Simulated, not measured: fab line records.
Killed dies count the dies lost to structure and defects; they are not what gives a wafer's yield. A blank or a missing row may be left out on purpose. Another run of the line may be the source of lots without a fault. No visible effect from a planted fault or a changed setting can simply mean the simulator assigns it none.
A struck lot beside a sound one / flow nandHarc / 15 steps out of a route of 1302
Sound: these wafers, L363.1, L363.3, L363.4. The struck wafers were L368.4, L368.5, L368.6. At the end, the cause is stated.
Order at every step that has rows: each side's tool, ch and its chambers, its first start. Under that, the readings that differ: sound wafers / struck wafers / difference of the means / sigmas: that difference in standard deviations of wafers without a fault.
alike: readings whose means differ by less than 2 such deviations, and words and numbers that are the same on both sides. not compared: withheld readings, readings that some wafer has no value for, bounds like >300 that may hide the same value, and numbers for which the record gives no deviation and whose values overlap.
Wherever a step has rows on one side only, a row that says differs or no value, or a row with sigmas, the two part there. Numbers that don't overlap but have no deviation are shown without sigmas and don't part them. Lack of a reading on every wafer of one side parts them only where that side has two or more wafers.

NHARC_A_STAIRCASE_ETCH_253: etches the open film in C4F8/O2, target depth 50 nm, time 20.2 s.
  sound on rieDiel-11 ch 0,1,2, day 20 12:26; struck on rieDiel-11 ch 0,1,2, day 23 10:01
reading=oesProductAu (a.u.); sound=0.928 0.922 0.926; struck=0.972 0.957 1.000; difference=+0.051; sigmas=+2
  alike: chamberPressureMTorr, rfVppV
  not compared: rfHoursCounterH
NHARC_A_STAIRCASE_STRIP_254: strips in O2.
  sound on plasmaAsher-02 ch 0,1, day 20 12:35; struck on plasmaAsher-01 ch 0,1, day 23 10:14
  alike: drypumpMotorCurrentA, heaterPowerW
  not compared: rfHoursCounterH
then, 3 steps without rows for these wafers: NHARC_A_STAIRCASE_STRIP_255 (strips in SPM, time 900 s); NHARC_A_STAIRCASE_PRECLEAN_256 (cleans in SC1); NHARC_A_STAIRCASE_SRD_257.
NHARC_A_STAIRCASE_HM_DEP_456: deposits aC, target thk 3100 nm.
  sound on aclDep-01 ch 0, day 20 13:22; struck on aclDep-01 ch 0, day 23 11:50
  alike: throttleValvePct
NHARC_A_STAIRCASE_DEP_259: deposits SiON, target thk 30 nm.
  sound on pecvd-02 ch 0,1,2, day 20 15:13; struck on pecvd-02 ch 0,1,2, day 23 12:52
  alike: heaterPowerOuterW, heaterPowerW
then, 5 steps without rows for these wafers: NHARC_A_STAIRCASE_DEHYDRATE_260 (time 120 s); NHARC_A_STAIRCASE_HMDS_261 (time 30 s); NHARC_A_STAIRCASE_COAT_262; NHARC_A_STAIRCASE_SOFTBAKE_263 (time 170 s); NHARC_A_STAIRCASE_EBR_264.
NHARC_A_STAIRCASE_EXPOSE_265: exposes mask CHOP 200.
  sound on krfScanner-03 ch 0, day 20 15:49; struck on krfScanner-02 ch 0, day 23 13:24
reading=exposureDoseMJCm2; sound=25.006 24.991 24.959; struck=23.885 23.887 23.904; difference=-1.093; sigmas=-46
  alike: mask
then, 1 step without rows for these wafers: NHARC_A_STAIRCASE_PEB_266 (peb time 130 s).
NHARC_END_SORT_01:
  the record has rows for the sound wafers here (prober-02 ch 0, day 28 19:55) and none for the struck ones

## WHERE THEY PART
Last at NHARC_END_SORT_01 as far as this record goes, first at NHARC_A_STAIRCASE_ETCH_253.

WHY: whatever the simulator had introduced
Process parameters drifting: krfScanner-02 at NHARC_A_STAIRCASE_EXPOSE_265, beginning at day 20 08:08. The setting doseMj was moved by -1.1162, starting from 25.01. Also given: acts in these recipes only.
